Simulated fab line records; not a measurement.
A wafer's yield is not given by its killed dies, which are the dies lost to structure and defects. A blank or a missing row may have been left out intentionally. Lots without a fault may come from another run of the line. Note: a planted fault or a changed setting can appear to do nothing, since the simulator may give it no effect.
Split-lot trial + flow n5-finfet + 21 wafers read across 7 lots, on a route 1938 steps long

## THE SPLIT
At N5_BEOL_M12_ILD_DEP_00 (deposits SiOC from DEMS/O2, target thk 658.92 nm, time 130.7 s), the setting time-s was moved away from the recipe's 130.7 s on 9 of the 21 wafers read, by -11.6% to +8.4%. This setting was run at the recipe's value on the other wafers.

There is no step in the file separating the split from the reading.

## THE READING
M12_ILD_THK in nanometres, read at N5_BEOL_M12_THK_MEAS_01. Typical for fault-free wafers on this fab line: 658 nm, with standard deviation 8.6 nm.

| wafer  | tool, chamber at the split | time-s as run, s | against the recipe | M12_ILD_THK, nm | against lot-mates on the recipe |
|--------|----------------------------|------------------|--------------------|-----------------|---------------------------------|
| L074.1 | pecvd-04, 2                | 140.4            | +7.4%              | 692             | +43                             |
| L074.2 | pecvd-04, 0                | 140.4            | +7.4%              | 694             | +45                             |
| L074.5 | pecvd-04, 2                | 130.7            | recipe             | 649             | -                               |
| L075.1 | pecvd-04, 1                | 130.7            | recipe             | 655             | -                               |
| L075.2 | pecvd-04, 2                | 130.7            | recipe             | 641             | -                               |
| L075.3 | pecvd-04, 0                | 130.7            | recipe             | 646             | -                               |
| L078.1 | pecvd-02, 0                | 138.3            | +5.8%              | 693             | +32                             |
| L078.4 | pecvd-02, 0                | 138.3            | +5.8%              | 707             | +46                             |
| L078.5 | pecvd-02, 2                | 130.7            | recipe             | 661             | -                               |
| L083.3 | pecvd-01, 2                | 115.5            | -11.6%             | 572             | -97                             |
| L083.5 | pecvd-01, 1                | 130.7            | recipe             | 669             | -                               |
| L083.6 | pecvd-01, 2                | 115.5            | -11.6%             | 585             | -84                             |
| L096.2 | pecvd-02, 0                | 123.9            | -5.2%              | 624             | -32                             |
| L096.3 | pecvd-02, 2                | 130.7            | recipe             | 656             | -                               |
| L096.4 | pecvd-02, 1                | 123.9            | -5.2%              | 640             | -16                             |
| L094.1 | pecvd-04, 2                | 130.7            | recipe             | 653             | -                               |
| L094.2 | pecvd-04, 0                | 130.7            | recipe             | 655             | -                               |
| L094.3 | pecvd-04, 1                | 130.7            | recipe             | 663             | -                               |
| L097.3 | pecvd-02, 1                | 130.7            | recipe             | 650             | -                               |
| L097.4 | pecvd-02, 0                | 130.7            | recipe             | 666             | -                               |
| L097.5 | pecvd-02, 2                | 141.7            | +8.4%              | 723             | +65                             |

FIT RESULTS
A straight line over all 21 wafers: M12_ILD_THK changes by +6.41 nm for each +1% of time-s; r = +0.96; the points scatter about the line by 9.6 nm.
The same after taking each lot's own level away (the mean of its wafers on the recipe; 21 wafers): +6.99 nm for each +1%; r = +0.98; scatter 8.1 nm.
On that fit, the largest move of time-s shifts the reading by 81 nm.
From 647.3 to 669.0 nm: that is the span of the lots' own levels, equal to 2.5 times the standard deviation above.
Consequently the slope shifts little with the lot-to-lot level, the two slopes agreeing.
Check: with one of the wafers moved furthest among these (-11.6%) left out of the fit, the line predicts -75.5 nm for it against its lot-mates. It came out at -97 nm against them.

## FURTHER SPLITS ON THESE WAFERS
Note: prior to the reading, these wafers also went through further splits. Each is held against what the fit with the lots' levels taken away leaves over:
| other split on the same wafers | wafers away from the commonest value | r with M12_ILD_THK (lot level and that fit taken away) |
|--------------------------------|--------------------------------------|--------------------------------------------------------|
| N5_BEOL_M10_ETCH_62 time-s     | 10                                   | -0.06                                                  |
| N5_BEOL_M10_PEB_26 peb-time-s  | 9                                    | -0.24                                                  |
| N5_BEOL_M11_COAT_63 spin-rpm   | 6                                    | +0.23                                                  |
| N5_BEOL_M11_EXPOSE_25 dose-mj  | 5                                    | +0.57                                                  |

## THE WHOLE CHAIN: every reading that the file lists as answering this split, in the file's order
| step                    | what it does                                                   | reading                                                                             | change (the file's fit)              | r (the file's) |
|-------------------------|----------------------------------------------------------------|-------------------------------------------------------------------------------------|--------------------------------------|----------------|
| N5_BEOL_M12_ILD_DEP_00  | deposits SiOC from DEMS/O2, target thk 658.92 nm, time 130.7 s | SiOC_of_BEOL_M12_ILD_DEP_00.thk-nm (the simulator's own value, which no gauge read) | +7.03 nm for each +1% of the setting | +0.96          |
| N5_BEOL_M12_THK_MEAS_01 |                                                                | M12_ILD_THK                                                                         | +7.02 for each +1% of the setting    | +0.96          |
| N5_BEOL_M12_VIA_ETCH_16 | etches SiOC in C4F8/O2/Ar, target depth 724.8 nm               | etch.depth-nm (the simulator's own value, which no gauge read)                      | +7.03 nm for each +1% of the setting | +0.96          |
| N5_BEOL_M12_VIA_ETCH_16 | etches SiOC in C4F8/O2/Ar, target depth 724.8 nm               | coat_of_BEOL_M12_COAT_04.thk-nm (the simulator's own value, which no gauge read)    | -1.93 nm for each +1% of the setting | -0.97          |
| N5_BEOL_M12_STRIP_63    | strips in N2/H2                                                | strip-time-to-endpoint-s                                                            | withheld for each +1% of the setting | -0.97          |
| N5_BEOL_M12_ETCH_38     | etches SiCN in CF4/N2, target depth 68.7 nm, time 73.4 s       | SiOC_of_BEOL_M12_ILD_DEP_00.thk-nm (the simulator's own value, which no gauge read) | +7.06 nm for each +1% of the setting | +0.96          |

## FILE'S OWN FIT
M12_ILD_THK changes by +7.02 nm for each +1% of time-s, r = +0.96.
